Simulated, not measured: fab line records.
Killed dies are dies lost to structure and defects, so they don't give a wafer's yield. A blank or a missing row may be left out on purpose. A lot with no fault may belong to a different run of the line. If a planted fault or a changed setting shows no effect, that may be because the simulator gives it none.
Chamber matching | flow nand harc | cmp-02 running NHARC_A_CONTACT_CMP_20: 4 sister chambers
The step polishes, t overpolish 30 s, target thk 300 nm. 22 wafers are shown with their chamber, then 11 later ones without.

## WAFERS WITH THEIR CHAMBER
wafer  | chamber | time to endpoint s (s) | motor current A (A) | overpolish run s (s)
L076.2 | 3       | 62                     | 11.9                | 29.990
L076.5 | 1       | 69                     | 11.4                | 30.003
L076.6 | 2       | 65                     | 10.7                | 29.993
L074.1 | 1       | 72                     | 11.2                | 30.003
L074.3 | 3       | 62                     | 11.4                | 30.002
L074.5 | 3       | 64                     | 11.4                | 29.994
L080.1 | 0       | 58                     | 11.1                | 29.995
L080.3 | 2       | 61                     | 10.1                | 29.994
L080.5 | 2       | 64                     | 10.8                | 29.996
L077.3 | 2       | 65                     | 10.8                | 29.999
L077.4 | 0       | 56                     | 11.4                | 29.988
L077.6 | 0       | 56                     | 11.7                | 30.014
L082.2 | 0       | 58                     | 10.8                | 30.008
L082.3 | 2       | 61                     | 10.4                | 29.997
L082.5 | 0       | 56                     | 11.2                | 30.003
L083.1 | 3       | 63                     | 11.3                | 30.003
L083.5 | 2       | 64                     | 10.3                | 30.010
L083.6 | 3       | 65                     | 11.5                | 29.994
L085.1 | 2       | 60                     | 10.6                | 29.990
L085.3 | 1       | 69                     | 10.8                | 29.995
L085.4 | 0       | 57                     | 11.1                | 29.999
L087.3 | 3       | 60                     | 11.7                | 30.014

SIGNATURES (means of the wafers above)
reading            | chamber 0 | chamber 1 | chamber 2 | chamber 3 | scatter within a chamber
time to endpoint s | 56.83     | 70.00     | 62.86     | 62.67     | 1.72
motor current A    | 11.217    | 11.133    | 10.529    | 11.533    | 0.273
overpolish run s   | 30.00117  | 30.00033  | 29.99700  | 29.99950  | 0.00782
Rule: for a wafer and a chamber, the distance is found by dividing, reading by reading, the gap between the wafer's reading and the chamber's mean by the reading's scatter, squaring, summing and taking the root. If the next closest chamber is less than 2 further off than the closest, the wafer can't be placed; otherwise it belongs to the closest. The scatter: the root of (the sum of the squares of (reading less its chamber's mean) over the shown wafers, divided by (wafers less chambers)).

## WAFERS MISSING THEIR CHAMBER
wafer  | time to endpoint s (s) | motor current A (A) | overpolish run s (s)
L087.4 | 61                     | 10.7                | 29.985
L087.5 | 61                     | 11.7                | 29.995
L087.1 | 57                     | 11.4                | 29.995
L087.2 | 71                     | 11.3                | 30.002
L087.6 | 65                     | 10.7                | 29.998
L090.1 | 63                     | 10.9                | 29.994
L090.2 | 55                     | 11.4                | 30.005
L090.6 | 63                     | 11.4                | 30.015
L093.3 | 53                     | 11.1                | 30.003
L093.4 | 66                     | 11.3                | 30.008
L093.5 | 61                     | 10.7                | 30.012

## EACH ONE'S CHAMBER
wafer  | from the rows above          | in truth
L087.4 | can't be placed: 2 or 3 or 0 | 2
L087.5 | can't be placed: 3 or 0      | 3
L087.1 | 0                            | 0
L087.2 | 1                            | 1
L087.6 | can't be placed: 2 or 1 or 3 | 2
L090.1 | can't be placed: 2 or 3      | 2
L090.2 | 0                            | 0
L090.6 | can't be placed: 3 or 2      | 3
L093.3 | 0                            | 0
L093.4 | can't be placed: 3 or 1 or 2 | 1
L093.5 | can't be placed: 2 or 0 or 3 | 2
4 of 11 placed correctly. Unplaceable from these rows: 7, with the true chamber sitting among the candidates in 7. 0 placed wrongly.
